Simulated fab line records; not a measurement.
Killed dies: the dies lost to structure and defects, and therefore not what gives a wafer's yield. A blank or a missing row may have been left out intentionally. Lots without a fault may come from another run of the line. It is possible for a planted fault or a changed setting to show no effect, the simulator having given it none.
fab line records    flow n5-finfet
record lots=24  wafers=72  last-day=18
route steps=1938 shown BEOL_M6@1208 BEOL_M7@1266
lots with no fault: from the same line, run without faults
start-h: hours from the record's opening day to when the first of the lot's shown wafers began    wait-h: hours elapsed since this lot's preceding step    " repeats the value in the row above    L1.1+2: one row covering several wafers at once    - no value present, or no start provided    * or withheld: withheld    < > ~ a bound
route shown NAME@n: NAME is a module with steps in the file, n the number in the route of the first one    usual: average and standard deviation across the fault-free wafers    same: alike in all rows    chamber/n: place in a boat    sites: readings site by site    _std_site: their standard deviation    _edge_site: outer sites' mean less inner sites'    radius-mm: for every site, how far away it sits from the centre of the wafer    mask NAME#n: copy n    behind: the tool/chamber that last shaped the wafer    hold: what put the lot on hold/how long, in hours/how the hold closed    device: the n, p or np transistor that did not switch    end of line: the same wafers' tests at the end of the route    for a step that has no rows: nothing shown but its recipe    killed: dies lost to structure and defects at the first sort, not the wafer's yield    map: a wafer's dies, x killed, . not, _ none there
set.NAME: the setting the step ran with; set.NAME@STEP: the setting that earlier step ran with    model.NAME: the simulator's own value behind a step, which no gauge read
one table for each step of the route and one row for each wafer, over a sample of lots
services: a tool's chamber out of use, with start hour (start-h, from the record's first day; less than 0 if before it), hours out, and reason
## steps
# step N5_BEOL_M6_OVL_MEAS_12
# recipe points-per-wafer=44
# usual M6_OVL=-1.0/0.76
lot.wafer  tool        chamber  start-h  wait-h  M6_OVL[nm]
L074.2     overlay-01  0        186.62   0.0     -2.4
L074.3     "           0        "        "       -0.5
L074.6     "           0        "        "       -1.9
L075.1     overlay-02  0        190.41   0.0     -1.2
L075.3     "           0        "        "       -0.6
L075.5     "           0        "        "       -2.0
L076.2     overlay-02  0        199.74   0.1     -2.1
L076.3     "           0        "        "       -1.7
L076.5     "           0        "        "       -1.4
L077.3     overlay-02  0        204.36   0.0     -1.6
L077.5     "           0        "        "       -1.5
L077.6     "           0        "        "       -0.6
L078.2     overlay-01  0        212.51   0.0     -0.5
L078.4     "           0        "        "       -1.8
L078.6     "           0        "        "       -2.2
L080.1     overlay-01  0        219.49   0.0     -1.1
L080.3     "           0        "        "       -0.5
L080.5     "           0        "        "       -0.7
L081.1     overlay-02  0        228.65   0.0     0.9
L081.3     "           0        "        "       0.1
L081.6     "           0        "        "       -0.1
L079.2     overlay-01  0        228.98   0.0     -1.7
L079.3     "           0        "        "       -0.9
L079.6     "           0        "        "       -1.4
L083.3     overlay-02  0        235.98   0.0     -0.6
L083.4     "           0        "        "       -0.5
L083.5     "           0        "        "       -1.3
L082.2     overlay-02  0        245.92   0.0     -0.3
L082.3     "           0        "        "       -0.3
L082.5     "           0        "        "       -1.0
L084.1     overlay-01  0        253.74   0.0     -1.5
L084.2     "           0        "        "       -1.0
L084.4     "           0        "        "       -1.3
L085.2     overlay-02  0        259.17   0.0     -0.4
L085.3     "           0        "        "       -2.5
L085.5     "           0        "        "       -0.9
L086.1     overlay-01  0        262.74   0.0     -0.6
L086.4     "           0        "        "       -2.5
L086.6     "           0        "        "       -1.4
L087.1     overlay-01  0        269.87   0.0     0.6
L087.4     "           0        "        "       -0.1
L087.5     "           0        "        "       -1.1
L088.2     overlay-01  0        274.21   0.0     -0.9
L088.5     "           0        "        "       -0.6
L088.6     "           0        "        "       -0.9
L089.4     overlay-01  0        278.45   0.0     -1.3
L089.5     "           0        "        "       -1.5
L089.6     "           0        "        "       -1.9
L090.1     overlay-01  0        284.14   0.0     -1.0
L090.2     "           0        "        "       -1.8
L090.6     "           0        "        "       -0.9
L091.1     overlay-01  0        287.14   0.0     1.0
L091.3     "           0        "        "       0.9
L091.5     "           0        "        "       0.5
L092.1     overlay-01  0        301.08   0.0     -1.9
L092.2     "           0        "        "       -1.8
L092.6     "           0        "        "       -1.1
L094.1     overlay-01  0        304.87   0.0     -2.2
L094.5     "           0        "        "       -1.5
L094.6     "           0        "        "       -2.1
L093.1     overlay-01  0        310.51   0.0     -0.6
L093.4     "           0        "        "       -0.7
L093.5     "           0        "        "       -0.3
L095.1     overlay-01  0        321.45   0.0     -1.0
L095.2     "           0        "        "       -0.1
L095.4     "           0        "        "       -0.4
L096.2     overlay-01  0        322.83   0.0     -1.4
L096.3     "           0        "        "       -2.3
L096.5     "           0        "        "       -2.3
L097.1     overlay-02  0        335.41   0.0     -1.0
L097.3     "           0        "        "       -0.9
L097.5     "           0        "        "       -0.5
# step N5_BEOL_M6_ETCH_41
# recipe chemistry=CH3F/O2  target=SiCN  target-depth-a=297  taper-deg=2  time-s=52  ion-energy-ev=120  mask-material=TiN  pressure-mtorr=30  source-w=395  bias-w=75  Ar_flow_sccm=150  CH3F_flow_sccm=30  O2_flow_sccm=20
# usual O2_flow_sccm=20.01/0.054  drypump-motor-current-A=5.8/0.45  oes-product-au=0.79/0.1  rf-fwd-power-W=390.7/2  rf-vpp-V=297.1/1.7  showerhead-plenum-p-Torr=1.99/0.074  throttle-valve-pct=16.33/0.26
lot.wafer  tool         chamber  start-h  wait-h  O2_flow_sccm  drypump-motor-current-A  oes-product-au  rf-fwd-power-W  rf-hours-counter-h  rf-vpp-V  showerhead-plenum-p-Torr  throttle-valve-pct
L074.2     rie-diel-02  1        -        -       20.01         5.4                      0.72            389.0           186                 299.8     2.09                      16.28
L074.3     "            0        "        "       19.99         6.3                      0.76            390.4           149                 295.4     1.84                      16.45
L074.6     "            1        "        "       19.96         5.4                      0.72            389.2           -                   297.6     2.09                      16.28
L075.1     rie-diel-02  1        -        -       19.93         5.4                      0.73            391.3           187                 297.7     2.09                      16.28
L075.3     "            0        "        "       19.98         6.3                      0.75            392.0           150                 292.7     1.84                      16.47
L075.5     "            0        "        "       19.90         6.4                      0.76            391.7           -                   293.0     1.84                      16.46
L076.2     rie-diel-05  0        -        -       20.03         5.8                      0.70            392.4           230                 298.0     2.06                      16.28
L076.3     "            1        "        "       20.02         5.1                      0.70            390.5           224                 297.9     2.07                      16.67
L076.5     "            1        "        "       20.05         5.1                      0.69            392.0           -                   298.1     2.07                      16.66
L077.3     rie-diel-02  2        -        -       20.00         5.8                      0.99            388.9           1                   296.2     1.96                      16.09
L077.5     "            1        "        "       19.92         5.4                      0.72            390.7           -                   299.0     2.09                      16.30
L077.6     "            0        "        "       20.04         6.3                      0.75            392.1           -                   292.1     1.84                      16.47
L078.2     rie-diel-02  0        -        -       19.99         6.4                      0.74            391.1           160                 294.4     1.84                      16.47
L078.4     "            2        "        "       19.97         5.8                      0.97            387.6           3                   296.6     1.96                      16.12
L078.6     "            2        "        "       19.97         5.8                      0.97            386.7           -                   296.8     1.96                      16.10
L080.1     rie-diel-03  3        -        -       20.21         5.9                      0.70            393.2           211                 297.8     1.98                      16.18
L080.3     "            1        "        "       19.96         6.4                      0.76            389.0           134                 297.8     2.01                      16.41
L080.5     "            3        "        "       20.05         6.0                      0.71            391.5           -                   296.0     1.98                      16.18
L079.2     rie-diel-05  2        -        -       20.04         5.5                      0.88            386.1           35                  294.8     1.96                      16.00
L079.3     "            0        "        "       19.99         5.7                      0.69            391.4           239                 299.0     2.06                      16.32
L079.6     "            2        "        "       20.06         5.5                      0.89            387.7           -                   295.6     1.96                      16.00
L081.1     rie-diel-03  1        -        -       20.00         6.3                      0.76            390.0           138                 298.5     2.01                      16.41
L081.3     "            2        "        "       19.99         5.4                      1.00            390.3           4                   295.1     1.96                      15.92
L081.6     "            2        "        "       19.91         5.5                      0.99            392.1           -                   297.9     1.96                      15.91
L083.3     rie-diel-02  1        -        -       20.01         5.4                      0.71            390.4           207                 297.9     2.08                      16.31
L083.4     "            0        "        "       20.03         6.3                      0.74            390.9           169                 293.2     1.83                      16.49
L083.5     "            3        "        "       20.02         6.0                      0.82            392.3           -                   297.5     1.93                      16.33
L082.2     rie-diel-05  1        -        -       20.06         5.1                      0.68            392.8           240                 299.2     2.06                      16.68
L082.3     "            0        "        "       20.06         5.8                      0.69            393.6           245                 298.3     2.05                      16.32
L082.5     "            1        "        "       20.09         5.1                      0.68            394.4           -                   299.6     2.06                      16.70
L084.1     rie-diel-05  2        -        -       19.93         5.5                      0.86            388.8           46                  295.6     1.95                      16.02
L084.2     "            1        "        "       19.96         5.2                      0.67            390.8           245                 299.0     2.06                      16.71
L084.4     "            3        "        "       19.95         6.5                      0.70            391.3           -                   299.7     2.06                      16.69
L085.2     rie-diel-05  1        -        -       20.08         5.2                      0.67            392.8           246                 297.5     2.06                      16.70
L085.3     "            2        "        "       19.93         5.5                      0.86            388.6           47                  296.1     1.95                      16.02
L085.5     "            2        "        "       20.03         5.5                      0.85            386.9           -                   296.3     1.95                      16.02
L086.1     rie-diel-05  2        -        -       20.00         5.5                      0.86            387.3           48                  296.0     1.95                      16.03
L086.4     "            3        "        "       20.03         6.5                      0.69            395.2           -                   298.4     2.06                      16.69
L086.6     "            1        "        "       20.01         5.1                      0.67            390.6           -                   300.5     2.06                      16.73
L087.1     rie-diel-05  3        -        -       19.97         6.5                      0.69            391.7           237                 298.7     2.06                      16.70
L087.4     "            2        "        "       20.14         5.5                      0.86            386.9           -                   295.7     1.95                      16.04
L087.5     "            1        "        "       20.05         5.1                      0.67            392.7           -                   297.6     2.06                      16.70
L088.2     rie-diel-05  3        -        -       20.08         6.5                      0.69            391.8           238                 299.1     2.06                      16.69
L088.5     "            3        "        "       20.10         6.5                      0.69            390.0           -                   298.4     2.06                      16.70
L088.6     "            1        "        "       20.02         5.2                      0.67            392.1           -                   298.0     2.06                      16.72
L089.4     rie-diel-03  2        -        -       20.00         5.5                      0.95            391.4           -                   295.6     1.96                      15.96
L089.5     "            0        "        "       19.97         6.3                      0.97            388.4           -                   297.5     1.95                      16.06
L089.6     "            1        "        "       20.03         6.3                      0.74            390.6           -                   297.8     2.01                      16.44
L090.1     rie-diel-02  0        -        -       19.99         6.4                      0.73            393.0           183                 294.3     1.83                      16.52
L090.2     "            3        "        "       19.95         6.0                      0.81            392.3           87                  294.0     1.93                      16.37
L090.6     "            1        "        "       20.03         5.4                      0.70            389.4           -                   298.4     2.08                      16.35
L091.1     rie-diel-05  0        -        -       19.97         5.8                      1.00            392.9           4                   299.2     2.05                      15.81
L091.3     "            3        "        "       20.02         6.5                      0.69            391.8           244                 298.5     2.06                      16.70
L091.5     "            0        "        "       19.96         5.7                      1.00            392.5           -                   296.8     2.05                      15.82
L092.1     rie-diel-02  1        -        -       20.09         5.4                      0.69            391.3           230                 296.4     2.08                      16.37
L092.2     "            0        "        "       19.98         6.3                      0.72            390.1           190                 294.1     1.83                      16.53
L092.6     "            0        "        "       19.94         6.3                      0.72            392.0           -                   293.9     1.83                      16.53
L094.1     rie-diel-03  1        -        -       20.11         6.3                      0.74            389.9           166                 298.0     2.00                      16.47
L094.5     "            1        "        "       20.03         6.3                      0.73            390.7           -                   296.7     2.00                      16.47
L094.6     "            2        "        "       20.03         5.5                      0.93            389.1           -                   295.7     1.95                      15.97
L093.1     rie-diel-05  2        -        -       19.98         5.5                      0.83            387.1           69                  295.0     1.94                      16.06
L093.4     "            1        "        "       19.96         5.1                      0.97            391.2           -                   299.1     2.05                      16.29
L093.5     "            0        "        "       19.97         5.8                      0.96            394.0           -                   299.0     2.05                      15.84
L095.1     rie-diel-02  2        -        -       20.03         5.8                      0.86            386.8           44                  296.3     1.95                      16.17
L095.2     "            1        "        "       20.05         5.4                      0.69            390.9           238                 298.4     2.07                      16.38
L095.4     "            0        "        "       19.96         6.3                      0.71            389.8           198                 293.5     1.82                      16.56
L096.2     rie-diel-02  1        -        -       19.98         5.4                      0.68            389.0           239                 299.8     2.07                      16.37
L096.3     "            0        "        "       19.97         6.4                      0.72            393.6           199                 293.2     1.82                      16.54
L096.5     "            2        "        "       19.99         5.8                      0.86            389.9           -                   296.2     1.95                      16.19
L097.1     rie-diel-05  0        -        -       19.98         5.8                      0.94            394.8           25                  297.6     2.04                      15.86
L097.3     "            1        "        "       20.02         5.1                      0.94            391.2           19                  299.2     2.05                      16.31
L097.5     "            0        "        "       20.02         5.8                      0.94            392.7           -                   298.7     2.04                      15.87
# step N5_BEOL_M6_DEGAS_44
# recipe ambient=vacuum  temp-c=250  time-s=60
# usual heater-power-w=332/40
lot.wafer  tool            chamber  start-h  wait-h  heater-power-w
L074.2     pvd-sputter-03  -        190.72   0.4     350
L074.3     "               -        "        "       355
L074.6     "               -        "        "       366
L075.1     pvd-sputter-02  -        193.62   1.0     367
L075.3     "               -        "        "       263
L075.5     "               -        "        "       309
L076.2     pvd-sputter-01  -        202.38   0.3     394
L076.3     "               -        "        "       369
L076.5     "               -        "        "       273
L077.3     pvd-sputter-03  -        208.32   0.4     349
L077.5     "               -        "        "       345
L077.6     "               -        "        "       351
L078.2     pvd-sputter-01  -        215.70   1.3     271
L078.4     "               -        "        "       345
L078.6     "               -        "        "       393
L080.1     pvd-sputter-02  -        224.05   2.2     309
L080.3     "               -        "        "       324
L080.5     "               -        "        "       369
L079.2     pvd-sputter-02  -        231.80   0.3     322
L079.3     "               -        "        "       266
L079.6     "               -        "        "       363
L081.1     pvd-sputter-02  -        231.88   0.3     380
L081.3     "               -        "        "       264
L081.6     "               -        "        "       308
L083.3     pvd-sputter-02  -        239.08   1.0     265
L083.4     "               -        "        "       316
L083.5     "               -        "        "       321
L082.2     pvd-sputter-01  -        248.09   0.5     279
L082.3     "               -        "        "       369
L082.5     "               -        "        "       278
L084.1     pvd-sputter-01  -        259.67   0.4     279
L084.2     "               -        "        "       399
L084.4     "               -        "        "       350
L085.2     pvd-sputter-02  -        262.92   0.2     309
L085.3     "               -        "        "       321
L085.5     "               -        "        "       260
L086.1     pvd-sputter-03  -        266.85   0.5     355
L086.4     "               -        "        "       350
L086.6     "               -        "        "       359
L087.1     pvd-sputter-03  -        274.57   0.4     373
L087.4     "               -        "        "       344
L087.5     "               -        "        "       333
L088.2     pvd-sputter-02  -        277.76   1.5     303
L088.5     "               -        "        "       303
L088.6     "               -        "        "       259
L089.4     pvd-sputter-01  -        280.75   0.3     375
L089.5     "               -        "        "       374
L089.6     "               -        "        "       278
L090.1     pvd-sputter-03  -        287.43   0.3     361
L090.2     "               -        "        "       346
L090.6     "               -        "        "       348
L091.1     pvd-sputter-03  -        290.96   0.7     332
L091.3     "               -        "        "       363
L091.5     "               -        "        "       339
L092.1     pvd-sputter-01  -        303.52   0.5     383
L092.2     "               -        "        "       398
L092.6     "               -        "        "       387
L094.1     pvd-sputter-03  -        307.19   0.3     341
L094.5     "               -        "        "       366
L094.6     "               -        "        "       351
L093.1     pvd-sputter-01  -        314.38   0.6     388
L093.4     "               -        "        "       279
L093.5     "               -        "        "       374
L095.1     pvd-sputter-02  -        323.81   0.5     266
L095.2     "               -        "        "       326
L095.4     "               -        "        "       358
L096.2     pvd-sputter-02  -        326.60   0.5     326
L096.3     "               -        "        "       358
L096.5     "               -        "        "       319
L097.1     pvd-sputter-02  -        337.99   0.9     300
L097.3     "               -        "        "       357
L097.5     "               -        "        "       259
# step N5_BEOL_M6_ANNEAL_51
# recipe temp-c=225  time-s=90  ambient=N2
# usual wafer_temp_C_max=225.67/0.28
lot.wafer  tool           chamber  start-h  wait-h  wafer_temp_C_max
L074.2     rtp-anneal-01  0        194.69   1.7     225.43
L074.3     "              0        "        "       225.74
L074.6     "              0        "        "       225.32
L075.1     rtp-anneal-01  0        196.56   0.7     225.66
L075.3     "              0        "        "       225.46
L075.5     "              0        "        "       225.86
L076.2     rtp-anneal-01  0        204.89   0.9     225.43
L076.3     "              0        "        "       225.36
L076.5     "              0        "        "       225.51
L077.3     rtp-anneal-01  0        212.98   3.5     225.27
L077.5     "              0        "        "       225.54
L077.6     "              0        "        "       225.49
L078.2     rtp-anneal-01  0        219.38   3.0     225.89
L078.4     "              0        "        "       225.54
L078.6     "              0        "        "       225.90
L080.1     rtp-anneal-01  0        227.50   2.6     225.66
L080.3     "              0        "        "       225.76
L080.5     "              0        "        "       225.59
L079.2     rtp-anneal-01  0        236.72   4.2     225.54
L079.3     "              0        "        "       225.62
L079.6     "              0        "        "       225.52
L081.1     rtp-anneal-01  0        237.79   3.7     225.51
L081.3     "              0        "        "       225.32
L081.6     "              0        "        "       225.71
L083.3     rtp-anneal-02  0        242.71   2.8     226.07
L083.4     "              0        "        "       226.11
L083.5     "              0        "        "       226.29
L082.2     rtp-anneal-02  0        249.53   0.7     225.99
L082.3     "              0        "        "       226.73
L082.5     "              0        "        "       225.64
L084.1     rtp-anneal-01  0        261.29   0.7     225.77
L084.2     "              0        "        "       225.15
L084.4     "              0        "        "       225.37
L085.2     rtp-anneal-01  0        265.49   0.1     225.84
L085.3     "              0        "        "       225.45
L085.5     "              0        "        "       225.59
L086.1     rtp-anneal-02  0        269.50   0.1     225.68
L086.4     "              0        "        "       225.68
L086.6     "              0        "        "       225.67
L087.1     rtp-anneal-01  0        275.56   0.3     225.34
L087.4     "              0        "        "       225.25
L087.5     "              0        "        "       225.59
L088.2     rtp-anneal-01  0        279.13   0.1     225.44
L088.5     "              0        "        "       225.56
L088.6     "              0        "        "       225.28
L089.4     rtp-anneal-01  0        283.47   0.2     225.61
L089.5     "              0        "        "       225.63
L089.6     "              0        "        "       225.42
L090.1     rtp-anneal-01  0        288.73   0.1     225.52
L090.2     "              0        "        "       225.53
L090.6     "              0        "        "       225.91
L091.1     rtp-anneal-02  0        292.00   0.1     226.63
L091.3     "              0        "        "       226.15
L091.5     "              0        "        "       226.39
L092.1     rtp-anneal-01  0        304.49   0.1     225.60
L092.2     "              0        "        "       225.54
L092.6     "              0        "        "       225.44
L094.1     rtp-anneal-02  0        309.00   0.9     225.88
L094.5     "              0        "        "       225.83
L094.6     "              0        "        "       225.62
L093.1     rtp-anneal-02  0        316.08   0.7     225.98
L093.4     "              0        "        "       225.99
L093.5     "              0        "        "       225.52
L095.1     rtp-anneal-02  0        326.03   0.3     225.68
L095.2     "              0        "        "       225.81
L095.4     "              0        "        "       225.70
L096.2     rtp-anneal-01  0        329.39   0.1     225.65
L096.3     "              0        "        "       225.48
L096.5     "              0        "        "       225.57
L097.1     rtp-anneal-02  0        341.08   2.1     225.71
L097.3     "              0        "        "       226.14
L097.5     "              0        "        "       225.84
# step N5_BEOL_M6_CMP_52
# recipe stop-on=SiCOH_lowk  t-overpolish-s=6.9  down-force-psi=1  platen-rpm=50  clearing-platen-down-force-psi=1.5  clearing-platen-rpm=50  post-cmp-clean=cu-alkaline  target-thk-nm=80  clearing-platen-pad-velocity-m-s=0.99484  pad-velocity-m-s=0.99484
# usual barrier-field-endpoint-s=29.1/0.73  motor-current-A=6.1/0.49  overpolish-run-s=6.900/0.009  platen-rpm=50.00/0.034  time-to-endpoint-s=63/3.1
lot.wafer  tool    chamber  start-h  wait-h  barrier-field-endpoint-s  motor-current-A  overpolish-run-s  platen-rpm  time-to-endpoint-s
L074.3     cmp-01  2        194.98   0.2     28.8                      6.3              6.896             49.95       61
L074.2     "       0        "        "       29.1                      5.6              6.888             49.99       66
L074.6     "       1        "        "       29.2                      5.6              6.916             50.06       65
L075.1     cmp-02  2        196.86   0.3     28.4                      6.0              6.915             50.02       60
L075.3     "       1        "        "       28.3                      5.7              6.896             50.04       61
L075.5     "       3        "        "       29.7                      5.7              6.876             49.98       62
L076.2     cmp-01  3        205.18   0.2     29.6                      6.0              6.903             50.02       61
L076.3     "       1        "        "       28.9                      5.5              6.909             49.97       58
L076.5     "       2        "        "       29.4                      5.6              6.900             50.03       59
L077.3     cmp-01  0        213.19   0.2     29.0                      5.5              6.899             49.99       62
L077.6     "       0        "        "       29.4                      5.4              6.886             50.02       60
L077.5     "       1        "        "       30.6                      5.7              6.900             50.00       66
L078.4     cmp-01  0        219.67   0.2     29.9                      5.9              6.914             49.99       65
L078.2     "       2        "        "       29.5                      6.3              6.911             49.99       64
L078.6     "       0        "        "       29.2                      5.3              6.903             50.03       62
L080.3     cmp-04  1        227.80   0.2     29.0                      7.2              6.906             49.97       62
L080.1     "       3        "        "       27.7                      5.8              6.916             49.98       57
L080.5     "       2        "        "       29.4                      6.9              6.916             50.01       62
L079.2     cmp-01  0        237.01   0.2     29.1                      5.6              6.910             49.92       61
L079.3     "       2        "        "       28.7                      6.0              6.905             50.02       60
L079.6     "       0        "        "       29.2                      5.7              6.904             49.99       61
L081.1     cmp-01  3        238.18   0.3     29.0                      6.3              6.908             49.98       61
L081.3     "       0        "        "       29.0                      5.8              6.906             49.95       62
L081.6     "       1        "        "       29.4                      5.6              6.903             49.99       62
L083.4     cmp-01  1        242.92   0.1     28.5                      5.7              6.891             49.99       61
L083.3     "       3        "        "       28.0                      6.1              6.898             50.05       61
L083.5     "       1        "        "       28.2                      5.9              6.899             49.98       63
L082.2     cmp-01  2        249.86   0.3     28.3                      6.0              6.904             50.04       60
L082.3     "       3        "        "       29.0                      6.0              6.901             50.01       64
L082.5     "       1        "        "       28.9                      5.6              6.904             49.94       63
L084.1     cmp-01  3        261.63   0.3     27.6                      6.1              6.886             50.01       60
L084.2     "       0        "        "       27.0                      5.5              6.904             50.06       58
L084.4     "       1        "        "       28.7                      5.9              6.904             49.96       62
L085.2     cmp-02  1        265.78   0.2     29.1                      6.2              6.908             49.96       62
L085.3     "       2        "        "       28.8                      6.0              6.898             50.00       63
L085.5     "       1        "        "       29.6                      6.1              6.892             50.00       60
L086.4     cmp-04  2        269.79   0.1     29.1                      7.3              6.900             50.06       62
L086.1     "       0        "        "       28.4                      6.5              6.896             50.02       65
L086.6     "       2        "        "       29.6                      6.9              6.899             49.97       64
L087.1     cmp-02  3        275.86   0.3     28.0                      5.8              6.902             50.13       56
L087.4     "       2        "        "       28.4                      5.7              6.890             50.00       61
L087.5     "       0        "        "       29.3                      6.3              6.908             50.00       61
L088.2     cmp-02  3        279.43   0.2     28.5                      5.2              6.897             50.00       61
L088.6     "       2        "        "       29.5                      5.6              6.903             50.08       63
L088.5     "       3        "        "       28.7                      5.8              6.890             50.02       58
L089.4     cmp-04  1        283.64   0.1     29.1                      6.9              6.896             50.05       60
L089.5     "       1        "        "       30.5                      7.5              6.884             49.99       67
L089.6     "       2        "        "       30.1                      6.6              6.891             50.01       63
L090.2     cmp-02  1        289.02   0.2     27.1                      5.9              6.910             49.95       60
L090.1     "       2        "        "       28.5                      5.8              6.911             49.99       64
L090.6     "       1        "        "       29.3                      6.2              6.913             50.00       61
L091.1     cmp-01  0        292.30   0.3     29.5                      5.5              6.892             50.00       64
L091.3     "       1        "        "       29.0                      5.7              6.906             49.99       63
L091.5     "       1        "        "       29.2                      5.5              6.906             50.03       63
L092.2     cmp-04  0        304.79   0.2     29.6                      6.4              6.911             50.00       68
L092.1     "       2        "        "       29.6                      6.7              6.905             50.01       67
L092.6     "       1        "        "       29.8                      7.1              6.895             49.98       66
L094.1     cmp-02  0        309.42   0.4     30.6                      6.2              6.900             50.01       66
L094.5     "       0        "        "       30.0                      6.3              6.908             49.99       64
L094.6     "       1        "        "       29.6                      6.3              6.895             50.02       58
L093.1     cmp-04  1        316.42   0.3     30.4                      7.1              6.906             50.01       69
L093.4     "       3        "        "       29.3                      5.9              6.884             49.98       64
L093.5     "       0        "        "       29.6                      6.7              6.899             50.02       67
L095.2     cmp-04  3        326.32   0.2     28.3                      5.9              6.907             50.03       61
L095.1     "       0        "        "       29.7                      6.5              6.903             49.99       69
L095.4     "       2        "        "       29.8                      7.0              6.892             49.97       70
L096.2     cmp-04  0        329.69   0.2     29.4                      6.4              6.904             49.94       66
L096.3     "       2        "        "       29.6                      7.1              6.908             50.02       67
L096.5     "       0        "        "       30.3                      6.5              6.897             50.00       66
L097.1     cmp-02  1        341.42   0.3     28.3                      6.0              6.894             49.99       63
L097.3     "       2        "        "       29.5                      5.9              6.902             50.07       64
L097.5     "       0        "        "       28.8                      6.6              6.909             50.04       65
# step N5_BEOL_M7_PECVD_70
# recipe material=SiO2  target-thk-a=200  temp-c=400  precursor=TEOS/O2  pressure-torr=5.5  rf-w=450  teos-flow-sccm=53.8  gas=O2  flow-sccm=3000  time-s=22.7
# usual heater-power-w=655/68  rf-fwd-power-W=445.5/2  showerhead-plenum-p-Torr=8.80/0.07  throttle-valve-pct=22.5/1.2
lot.wafer  tool      chamber  start-h  wait-h  heater-power-w  rf-fwd-power-W  showerhead-plenum-p-Torr  throttle-valve-pct
L074.2     pecvd-02  2        196.10   0.0     629             444.3           8.69                      22.1
L074.3     "         1        "        "       717             445.2           8.80                      22.8
L074.6     "         2        "        "       616             444.0           8.67                      22.1
L075.1     pecvd-02  2        197.96   0.0     584             443.5           8.69                      22.0
L075.3     "         1        "        "       688             445.4           8.78                      23.3
L075.5     "         0        "        "       646             444.4           8.82                      22.7
L076.2     pecvd-04  1        206.25   0.0     682             444.3           8.86                      23.3
L076.3     "         0        "        "       751             446.6           8.76                      20.7
L076.5     "         1        "        "       682             444.4           8.86                      23.5
L077.3     pecvd-02  1        214.32   0.0     681             444.4           8.76                      23.4
L077.5     "         2        "        "       507             443.3           8.70                      21.8
L077.6     "         0        "        "       721             444.7           8.82                      22.9
L078.2     pecvd-03  2        220.75   0.0     507             447.5           8.73                      21.8
L078.4     "         1        "        "       639             445.0           8.84                      21.1
L078.6     "         2        "        "       503             444.6           8.74                      21.8
L080.1     pecvd-02  2        229.38   0.0     624             443.6           8.66                      22.3
L080.3     "         0        "        "       694             447.3           8.84                      22.8
L080.5     "         0        "        "       709             447.6           8.83                      22.8
L079.2     pecvd-02  2        238.08   0.0     577             443.3           8.69                      22.2
L079.3     "         0        "        "       748             443.0           8.83                      22.8
L079.6     "         2        "        "       566             442.1           8.71                      22.1
L081.1     pecvd-02  1        239.23   0.0     679             446.4           8.78                      23.2
L081.3     "         2        "        "       523             444.6           8.66                      22.2
L081.6     "         1        "        "       684             446.9           8.79                      23.5
L083.3     pecvd-03  0        244.05   0.1     780             448.4           8.90                      24.4
L083.4     "         1        "        "       672             443.8           8.85                      21.1
L083.5     "         1        "        "       668             445.7           8.88                      21.4
L082.2     pecvd-04  1        250.88   0.0     641             445.1           8.83                      23.5
L082.3     "         0        "        "       676             449.2           8.77                      20.9
L082.5     "         2        "        "       614             445.1           8.78                      20.4
L084.1     pecvd-02  1        262.69   0.0     676             446.8           8.77                      23.2
L084.2     "         2        "        "       605             443.0           8.70                      22.5
L084.4     "         2        "        "       604             447.0           8.65                      22.1
L085.2     pecvd-03  0        267.11   0.0     731             448.2           8.89                      24.6
L085.3     "         2        "        "       579             444.5           8.72                      21.8
L085.5     "         2        "        "       571             446.0           8.73                      22.1
L086.1     pecvd-02  2        270.90   0.0     557             444.2           8.70                      21.9
L086.4     "         1        "        "       670             443.0           8.76                      23.1
L086.6     "         2        "        "       553             442.1           8.68                      22.2
L087.1     pecvd-03  0        276.97   0.0     675             446.4           8.89                      24.5
L087.4     "         0        "        "       675             448.1           8.91                      24.7
L087.5     "         2        "        "       636             449.8           8.73                      21.8
L088.2     pecvd-04  1        280.49   0.0     679             445.4           8.84                      23.2
L088.5     "         1        "        "       666             443.3           8.83                      23.5
L088.6     "         0        "        "       765             448.3           8.74                      21.0
L089.4     pecvd-04  1        284.79   0.1     602             445.5           8.86                      23.3
L089.5     "         0        "        "       806             445.6           8.77                      21.0
L089.6     "         2        "        "       640             446.4           8.79                      20.5
L090.1     pecvd-03  1        290.13   0.0     615             445.8           8.83                      21.1
L090.2     "         2        "        "       574             447.3           8.72                      21.9
L090.6     "         2        "        "       564             449.4           8.71                      21.8
L091.1     pecvd-03  1        293.40   0.0     657             440.5           8.86                      21.0
L091.3     "         2        "        "       592             448.7           8.74                      21.9
L091.5     "         0        "        "       705             446.2           8.90                      24.7
L092.1     pecvd-03  0        305.89   0.0     644             446.9           8.93                      24.7
L092.2     "         1        "        "       553             444.0           8.87                      21.0
L092.6     "         0        "        "       669             448.5           8.86                      24.6
L094.1     pecvd-03  0        310.52   0.0     789             445.9           8.94                      24.6
L094.5     "         0        "        "       774             447.4           8.90                      24.3
L094.6     "         1        "        "       576             444.5           8.86                      20.9
L093.1     pecvd-03  1        317.48   0.0     656             446.3           8.86                      21.0
L093.4     "         0        "        "       793             448.3           8.91                      24.4
L093.5     "         1        "        "       676             444.3           8.85                      21.0
L095.1     pecvd-02  2        327.96   0.0     617             444.6           8.69                      22.7
L095.2     "         1        "        "       623             444.3           8.78                      23.1
L095.4     "         2        "        "       613             443.4           8.67                      22.1
L096.2     pecvd-02  1        330.80   0.0     691             443.7           8.74                      23.1
L096.3     "         0        "        "       677             446.1           8.85                      22.6
L096.5     "         2        "        "       585             445.1           8.69                      22.5
L097.1     pecvd-03  0        342.49   0.0     702             446.2           8.89                      24.7
L097.3     "         1        "        "       576             443.9           8.85                      21.1
L097.5     "         0        "        "       704             447.5           8.90                      24.6
## services
tool            chamber  start-h  hours  kind
pecvd-03        -        166.28   2.5    repair
rtp-anneal-02   -        172.88   68.0   pm
pecvd-04        -        180.72   0.2    repair
cmp-01          -        189.89   0.5    repair
cmp-01          -        193.71   0.6    repair
cmp-01          -        207.65   1.6    repair
cmp-02          -        210.90   4.0    pm
rie-diel-03     1        217.32   3.5    repair
cmp-02          -        233.10   0.6    repair
pecvd-02        2        252.11   3.4    repair
rie-diel-05     3        253.97   1.8    repair
pvd-sputter-03  -        254.06   7.5    repair
pecvd-02        -        257.22   1.5    repair
rie-diel-02     1        259.41   3.0    repair
rie-diel-02     0        272.35   6.4    repair
rie-diel-03     3        272.91   8.3    repair
cmp-04          -        273.88   2.7    repair
cmp-01          -        276.31   4.0    pm
rie-diel-03     2        308.08   2.5    repair
rie-diel-03     3        308.34   5.9    repair
cmp-02          -        311.34   5.7    pm
pecvd-03        0        319.47   18.6   repair
rie-diel-05     2        335.38   4.5    repair
rtp-anneal-01   -        337.16   3.7    pm
## key
fault none
